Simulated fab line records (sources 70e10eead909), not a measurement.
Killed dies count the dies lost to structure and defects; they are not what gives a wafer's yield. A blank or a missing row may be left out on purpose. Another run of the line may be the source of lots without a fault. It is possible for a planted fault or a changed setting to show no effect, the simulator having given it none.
The tool behind it: which one? | flow nand_harc | Sampling: 12 lots, 36 wafers, 5 of 1159 route steps

== WHAT EACH GAUGE READ, for each wafer ==
NHARC_END_SORT_01.
lot  | measured     | on        | killed_at_array | killed_at_other | killed_at_periphery | killed_dies | killed_open | killed_short
L437 | day 22 12:47 | prober-01 | 24 671 669      | 0 0 1           | 3 6 7               | 27 677 677  | 5 2 3       | 1 2 3
L439 | day 22 04:14 | prober-01 | 677 32 30       | 0 0 0           | 0 2 0               | 677 34 30   | 5 1 3       | 2 3 4
L440 | day 23 08:08 | prober-02 | 32 24 46        | 2 3 0           | 4 4 1               | 38 31 47    | 5 2 5       | 2 1 1

== TOOL THAT RAN EACH LOT (tool first, then ch and the chambers of the sampled wafers, then the start) ==
lot  | NHARC_A_STAIRCASE_TRIM_18                     | NHARC_A_STAIRCASE_ETCH_19                     | NHARC_A_STAIRCASE_TRIM_22                     | NHARC_A_STAIRCASE_ETCH_25
L426 | rie_diel-02 ch 0,3, day 11 07:00 or earlier   | rie_diel-02 ch 1,3, day 11 07:00 or earlier   | rie_diel-02 ch 1,2, day 11 07:00 or earlier   | rie_diel-02 ch 0,2,3, day 11 07:00
L427 | rie_diel-02 ch 0,1,2, day 11 07:36 or earlier | rie_diel-02 ch 0,2, day 11 07:36 or earlier   | rie_diel-13 ch 0,3, day 11 07:36 or earlier   | rie_diel-13 ch 0,2, day 11 07:36
L429 | rie_diel-13 ch 0,3, day 11 18:11 or earlier   | rie_diel-13 ch 2,3, day 11 18:11 or earlier   | rie_diel-02 ch 0,1, day 11 18:11 or earlier   | rie_diel-02 ch 0,2,3, day 11 18:11
L428 | rie_diel-04 ch 1,2,3, day 11 18:08 or earlier | rie_diel-04 ch 0,2,3, day 11 18:08 or earlier | rie_diel-13 ch 1,2,3, day 11 18:08 or earlier | rie_diel-13 ch 1,2,3, day 11 18:08
L437 | rie_diel-13 ch 1,3, day 14 02:15 or earlier   | rie_diel-13 ch 0,1,2, day 14 02:15 or earlier | rie_diel-02 ch 0,2,3, day 14 02:15 or earlier | rie_diel-02 ch 2,3, day 14 02:15
L439 | rie_diel-02 ch 0,1,2, day 14 02:35 or earlier | rie_diel-02 ch 0,2,3, day 14 02:35 or earlier | rie_diel-02 ch 2,3, day 14 02:35 or earlier   | rie_diel-02 ch 0,2, day 14 02:35
L436 | rie_diel-04 ch 1,2, day 14 11:57 or earlier   | rie_diel-04 ch 0,1, day 14 11:57 or earlier   | rie_diel-13 ch 0,3, day 14 11:57 or earlier   | rie_diel-13 ch 0,1,3, day 14 11:57
L440 | rie_diel-13 ch 0,3, day 14 21:14 or earlier   | rie_diel-13 ch 0,1, day 14 21:14 or earlier   | rie_diel-04 ch 0,1,3, day 14 21:14 or earlier | rie_diel-04 ch 0,3, day 14 21:14
L445 | rie_diel-13 ch 1,2,3, day 15 09:57 or earlier | rie_diel-13 ch 0,1,2, day 15 09:57 or earlier | rie_diel-13 ch 0,2, day 15 09:57 or earlier   | rie_diel-13 ch 0,2,3, day 15 09:57
L446 | rie_diel-13 ch 0,2,3, day 16 00:07 or earlier | rie_diel-13 ch 1,2, day 16 00:07 or earlier   | rie_diel-04 ch 0,2,3, day 16 00:07 or earlier | rie_diel-04 ch 1,2, day 16 00:07
L447 | rie_diel-13 ch 0,1,3, day 16 00:11 or earlier | rie_diel-13 ch 0,1,3, day 16 00:11 or earlier | rie_diel-04 ch 0,1,2, day 16 00:11 or earlier | rie_diel-04 ch 1,2,3, day 16 00:11
L448 | rie_diel-02 ch 0,1,2, day 16 19:04 or earlier | rie_diel-02 ch 0,1,3, day 16 19:04 or earlier | rie_diel-04 ch 1,2, day 16 19:04 or earlier   | rie_diel-04 ch 1,2, day 16 19:04
- NHARC_A_STAIRCASE_TRIM_18: chemistry O2, time 211.2 s.
- NHARC_A_STAIRCASE_ETCH_19: etches the open film in C4F8/O2, target depth 100 nm, time 40.5 s.
- NHARC_A_STAIRCASE_TRIM_22: chemistry O2, time 211.2 s.
- NHARC_A_STAIRCASE_ETCH_25: etches the open film in C4F8/O2, target depth 100 nm, time 40.5 s.

== AS READ BY THE TOOLS THEMSELVES (means over the sampled wafers that have a number; for cases with no such wafer, the mark the record gives instead) ==
NHARC_A_STAIRCASE_TRIM_18.
lot  | tool        | drypump_motor_current_A (A) | oes_product_au (a.u.) | rf_vpp_V (V) | showerhead_plenum_p_Torr (Torr) | throttle_valve_pct (%)
L426 | rie_diel-02 | 5.4                         | 1.019                 | 58.4         | 3.61                            | 17.031
L427 | rie_diel-02 | 5.7                         | 1.000                 | 57.0         | 3.48                            | 17.030
L429 | rie_diel-13 | 5.3                         | 1.003                 | 56.5         | 3.50                            | 17.033
L428 | rie_diel-04 | 6.3                         | 1.015                 | 57.9         | 3.40                            | 17.035
L437 | rie_diel-13 | 6.0                         | 0.999                 | 58.4         | 3.58                            | 17.037
L439 | rie_diel-02 | 5.7                         | 0.999                 | 58.4         | 3.47                            | 17.035
L436 | rie_diel-04 | 6.4                         | 1.006                 | 58.1         | 3.71                            | 17.050
L440 | rie_diel-13 | 5.3                         | 0.999                 | 56.6         | 3.48                            | 17.037
L445 | rie_diel-13 | 5.8                         | 0.999                 | 57.7         | 3.56                            | 17.036
L446 | rie_diel-13 | 5.5                         | 0.988                 | 58.1         | 3.51                            | 17.043
L447 | rie_diel-13 | 5.7                         | 0.998                 | 57.4         | 3.52                            | 17.033
L448 | rie_diel-02 | 5.7                         | 0.995                 | 56.8         | 3.46                            | 17.036

NHARC_A_STAIRCASE_ETCH_19.
lot  | tool        | oes_product_au (a.u.) | rf_vpp_V (V)
L426 | rie_diel-02 | 0.931                 | 896
L427 | rie_diel-02 | 0.944                 | 895
L429 | rie_diel-13 | 0.940                 | 901
L428 | rie_diel-04 | 0.941                 | 889
L437 | rie_diel-13 | 0.947                 | 892
L439 | rie_diel-02 | 0.948                 | 897
L436 | rie_diel-04 | 0.947                 | 893
L440 | rie_diel-13 | 0.949                 | 893
L445 | rie_diel-13 | 0.931                 | 892
L446 | rie_diel-13 | 0.941                 | 893
L447 | rie_diel-13 | 0.952                 | 896
L448 | rie_diel-02 | 0.928                 | 895

NHARC_A_STAIRCASE_TRIM_22.
lot  | tool        | drypump_motor_current_A (A) | oes_product_au (a.u.) | rf_vpp_V (V) | showerhead_plenum_p_Torr (Torr) | throttle_valve_pct (%)
L426 | rie_diel-02 | 5.9                         | 1.003                 | 58.0         | 3.49                            | 17.046
L427 | rie_diel-13 | 5.3                         | 0.995                 | 57.7         | 3.50                            | 17.033
L429 | rie_diel-02 | 5.5                         | 1.004                 | 56.9         | 3.46                            | 17.038
L428 | rie_diel-13 | 5.8                         | 1.003                 | 57.4         | 3.58                            | 17.045
L437 | rie_diel-02 | 5.6                         | 1.004                 | 57.4         | 3.55                            | 17.039
L439 | rie_diel-02 | 5.9                         | 1.005                 | 57.7         | 3.55                            | 17.035
L436 | rie_diel-13 | 5.4                         | 0.994                 | 58.0         | 3.62                            | 17.041
L440 | rie_diel-04 | 6.2                         | 1.008                 | 57.4         | 3.40                            | 17.026
L445 | rie_diel-13 | 5.5                         | 0.999                 | 58.2         | 3.37                            | 17.035
L446 | rie_diel-04 | 6.1                         | 0.994                 | 57.2         | 3.48                            | 17.035
L447 | rie_diel-04 | 6.2                         | 1.010                 | 58.0         | 3.54                            | 17.035
L448 | rie_diel-04 | 6.4                         | 1.016                 | 57.2         | 3.61                            | 17.035

NHARC_A_STAIRCASE_ETCH_25.
lot  | tool        | oes_product_au (a.u.) | rf_vpp_V (V)
L426 | rie_diel-02 | 0.955                 | 896
L427 | rie_diel-13 | 0.951                 | 892
L429 | rie_diel-02 | 0.944                 | 897
L428 | rie_diel-13 | 0.952                 | 898
L437 | rie_diel-02 | 0.823                 | 898
L439 | rie_diel-02 | 0.883                 | 895
L436 | rie_diel-13 | 0.939                 | 896
L440 | rie_diel-04 | 0.932                 | 889
L445 | rie_diel-13 | 0.939                 | 895
L446 | rie_diel-04 | 0.958                 | 900
L447 | rie_diel-04 | 0.941                 | 897
L448 | rie_diel-04 | 0.952                 | 902

== THE ANSWER, worked out from the rows above alone ==
Rule: the lots themselves supply what counts as usual. Put in order of their means at a reading, lots are off if they are a third of the lots or fewer, leave a main group of 4 or more, and stand apart from it by a gap of 3 or more times the standard deviation of the main group's means; of several such gaps the widest counts. If all means in a main group match to the digits the tables above print for the reading, that group is not used. Also off: a lot with no number at a reading for which 4 or more lots have one. Any other lot the step has rows for is counted as sound. First the gauges in route order, then the tools' own readings, where a lot's mean is used as printed above. The first step at which some lot is off is used, and at that step the reading that is off furthest; a lot without a number counts as furthest.
Off, at NHARC_A_STAIRCASE_ETCH_25 on oes_product_au: L437, L439. Main group: mean 0.946 a.u., sd 0.008.
A tool fits if, at that step or a process step before it, it ran every lot that is off, and no sound lot after the first of them. NHARC_A_STAIRCASE_TRIM_18: start missing for some lots; hours and lot order therefore follow NHARC_A_STAIRCASE_ETCH_25. NHARC_A_STAIRCASE_ETCH_19: start missing for some lots; hours and lot order therefore follow NHARC_A_STAIRCASE_ETCH_25. NHARC_A_STAIRCASE_TRIM_22: start missing for some lots; hours and lot order therefore follow NHARC_A_STAIRCASE_ETCH_25. One fits: NHARC_A_STAIRCASE_TRIM_22 and NHARC_A_STAIRCASE_ETCH_25 on rie_diel-02. At NHARC_A_STAIRCASE_TRIM_22 its last sound lot is L429 (day 11 18:11), its first lot that is off L437 (day 14 02:15): a fault that began between those two fits.

== WHAT WAS PUT IN BY THE SIMULATOR ==
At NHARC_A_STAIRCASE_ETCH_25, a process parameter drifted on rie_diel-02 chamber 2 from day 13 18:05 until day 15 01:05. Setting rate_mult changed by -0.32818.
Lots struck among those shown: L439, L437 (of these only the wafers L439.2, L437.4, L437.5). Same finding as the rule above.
